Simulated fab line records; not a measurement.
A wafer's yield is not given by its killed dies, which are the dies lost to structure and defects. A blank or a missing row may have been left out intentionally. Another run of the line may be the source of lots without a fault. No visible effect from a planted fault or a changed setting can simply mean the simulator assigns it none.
Split-lot trial | flow n5-finfet | 21 wafers read across 7 lots, on a route 1938 steps long

THE SPLIT ITSELF
At N5_DUMMY_GATE_PECVD_30 (deposits SiO2 from TEOS/O2, target thk 55 nm, time 10.8 s), the setting time-s was moved away from the recipe's 10.8 s on 6 of the 21 wafers read, by -13.6% to +8.4%. For the rest of the wafers, this setting stayed at what the recipe calls for.

FROM THE SPLIT TO THE READING: what the file shows between them, 2 steps
- N5_DUMMY_GATE_ETCH_31: etches SiO2 in C4F6/O2, target depth 82.5 nm, time 27.5 s (also split here: target-depth-a)
- N5_DUMMY_GATE_STRIP_41: strips in O2

THE READING
SiO2_of_DUMMY_GATE_PECVD_30.thk-nm (the simulator's own value, which no gauge read), in nm, at N5_DUMMY_GATE_HM_OPEN_21 (chemistry CH3F/O2, target SiNx, target depth 120 nm, time 171.4 s). The file gives no usual value for it. Across the 15 wafers here that went through the recipe, the average is 44.9 nm and the standard deviation 0.74 nm.

wafer  | tool, chamber at the split | time-s as run, s | against the recipe | SiO2_of_DUMMY_GATE_PECVD_30.thk-nm, nm | against lot-mates on the recipe
L078.1 | pecvd-04, 2                | 10.8             | recipe             | 45.8                                   | -
L078.4 | pecvd-04, 2                | 10.8             | recipe             | 45.4                                   | -
L078.5 | pecvd-04, 1                | 10.8             | recipe             | 46                                     | -
L079.1 | pecvd-02, 2                | 9.672            | -10.4%             | 40.6                                   | -5.2
L079.4 | pecvd-02, 0                | 10.8             | recipe             | 45.8                                   | -
L079.6 | pecvd-02, 1                | 9.672            | -10.4%             | 40.2                                   | -5.6
L082.2 | pecvd-04, 0                | 10.8             | recipe             | 43.4                                   | -
L082.5 | pecvd-04, 2                | 10.8             | recipe             | 45.6                                   | -
L082.6 | pecvd-04, 1                | 10.8             | recipe             | 45.2                                   | -
L084.3 | pecvd-02, 0                | 10.8             | recipe             | 43.8                                   | -
L084.4 | pecvd-02, 1                | 11.71            | +8.4%              | 49.6                                   | +5.2
L084.5 | pecvd-02, 0                | 10.8             | recipe             | 45                                     | -
L088.3 | pecvd-01, 1                | 10.8             | recipe             | 44.6                                   | -
L088.5 | pecvd-01, 0                | 10.8             | recipe             | 45                                     | -
L088.6 | pecvd-01, 1                | 11.62            | +7.6%              | 49.2                                   | +4.4
L089.2 | pecvd-04, 1                | 10.8             | recipe             | 44                                     | -
L089.5 | pecvd-04, 1                | 10.8             | recipe             | 44.6                                   | -
L089.6 | pecvd-04, 0                | 10.8             | recipe             | 44.8                                   | -
L090.1 | pecvd-02, 1                | 10.8             | recipe             | 45                                     | -
L090.3 | pecvd-02, 2                | 9.329            | -13.6%             | 39                                     | -6.0
L090.4 | pecvd-02, 2                | 9.329            | -13.6%             | 39.2                                   | -5.8

THE FIT
A straight line over all 21 wafers: SiO2_of_DUMMY_GATE_PECVD_30.thk-nm changes by +0.459 nm for each +1% of time-s; r = +0.97; the points scatter about the line by 0.71 nm.
The same after taking each lot's own level away (the mean of its wafers on the recipe; 21 wafers): +0.495 nm for each +1%; r = +0.98; scatter 0.6 nm.
On that fit, the largest move of time-s shifts the reading by 6.7 nm.
The lots' own levels span 44.40 to 45.80 nm, that is 1.9 times the standard deviation above.
Hence the lot-to-lot level has little effect on the slope; both slopes agree.
Check: -6.82 nm against its lot-mates is what the line predicts for one of the wafers moved furthest among these (-13.6%) when that wafer is left out of the fit. It came out at -6 nm against them.

ADDITIONAL SPLITS CARRIED BY THESE WAFERS
Other splits were also applied to these wafers ahead of the reading. Each is held against what the fit with the lots' levels taken away leaves over:
other split on the same wafers       | wafers away from the commonest value | r with SiO2_of_DUMMY_GATE_PECVD_30.thk-nm (lot level and that fit taken away)
N5_WELL_APT_PEB_23 peb-temp-c        | 8                                    | +0.14
N5_FIN_SAQP_HM_DEP_72 time-s         | 4                                    | +0.06
N5_FIN_SAQP_COAT_50 spin-rpm         | 3                                    | -0.07
N5_FIN_CUT_EXPOSE_05 dose-mj         | 9                                    | +0.04
N5_DUMMY_GATE_ETCH_31 target-depth-a | 6                                    | -0.06

THE WHOLE CHAIN: every reading that the file lists as answering this split, in the file's order
step                     | what it does                                                      | reading                                                                             | change (the file's fit)               | r (the file's)
N5_DUMMY_GATE_PECVD_30   | deposits SiO2 from TEOS/O2, target thk 55 nm, time 10.8 s         | SiO2_of_DUMMY_GATE_PECVD_30.thk-nm (the simulator's own value, which no gauge read) | +0.528 nm for each +1% of the setting | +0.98
N5_DUMMY_GATE_HM_OPEN_21 | chemistry CH3F/O2, target SiNx, target depth 120 nm, time 171.4 s | SiO2_of_DUMMY_GATE_PECVD_30.thk-nm (the simulator's own value, which no gauge read) | +0.506 nm for each +1% of the setting | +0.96

FILE'S OWN FIT
SiO2_of_DUMMY_GATE_PECVD_30.thk-nm changes by +0.506 nm for each +1% of time-s, r = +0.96.
